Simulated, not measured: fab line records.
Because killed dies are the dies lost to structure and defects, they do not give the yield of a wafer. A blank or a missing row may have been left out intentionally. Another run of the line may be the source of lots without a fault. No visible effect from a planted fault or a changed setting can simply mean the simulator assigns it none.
Which tool was responsible? -- flow n5 finfet -- 10 lots (30 wafers sampled), 1 step of a 1938-step route

== WHAT THE GAUGES SHOWED, per wafer ==
N5_ILD0_THK_MEAS_04.
lot,measured,on,thk nm (nm)
L287,day 3 20:20,film metro-01,197.3 198.7 198.7
L288,day 4 01:31,film metro-01,198.5 198.0 197.0
L289,day 4 03:28,film metro-01,197.3 197.6 197.1
L291,day 4 15:32,film metro-01,197.3 194.2 196.1
L297,day 6 04:28,film metro-01,196.8 197.0 197.1
L300,day 6 17:32,film metro-01,196.8 196.1 197.3
L301,day 7 02:14,film metro-02,197.8 196.2 198.1
L307,day 8 15:13,film metro-02,197.6 197.9 198.3
L309,day 9 04:07,film metro-01,195.6 195.9 197.6
L310,day 9 09:56,film metro-01,197.5 196.1 195.6

== EACH LOT AND THE TOOL THAT RAN IT (in order: tool; ch and the chambers of the sampled wafers; start) ==
The record shows no process step preceding these readings.

== THE ANSWER, worked out from the rows above alone ==
Rule: what is usual is taken from the lots themselves. Put in order of their means at a reading, lots are off if they are a third of the lots or fewer, leave a main group of 4 or more, and stand apart from it by a gap of 3 or more times the standard deviation of the main group's means; of several such gaps the widest counts. The tables above print the reading to a certain number of digits; a main group whose means all agree to those digits is not used. Also off: a lot with no number at a reading for which 4 or more lots have one. All remaining lots with rows at the step are treated as sound.
No lot is off on any of the readings shown, so nothing can be concluded from this.

== WHAT HAD BEEN PUT IN BY THE SIMULATOR ==
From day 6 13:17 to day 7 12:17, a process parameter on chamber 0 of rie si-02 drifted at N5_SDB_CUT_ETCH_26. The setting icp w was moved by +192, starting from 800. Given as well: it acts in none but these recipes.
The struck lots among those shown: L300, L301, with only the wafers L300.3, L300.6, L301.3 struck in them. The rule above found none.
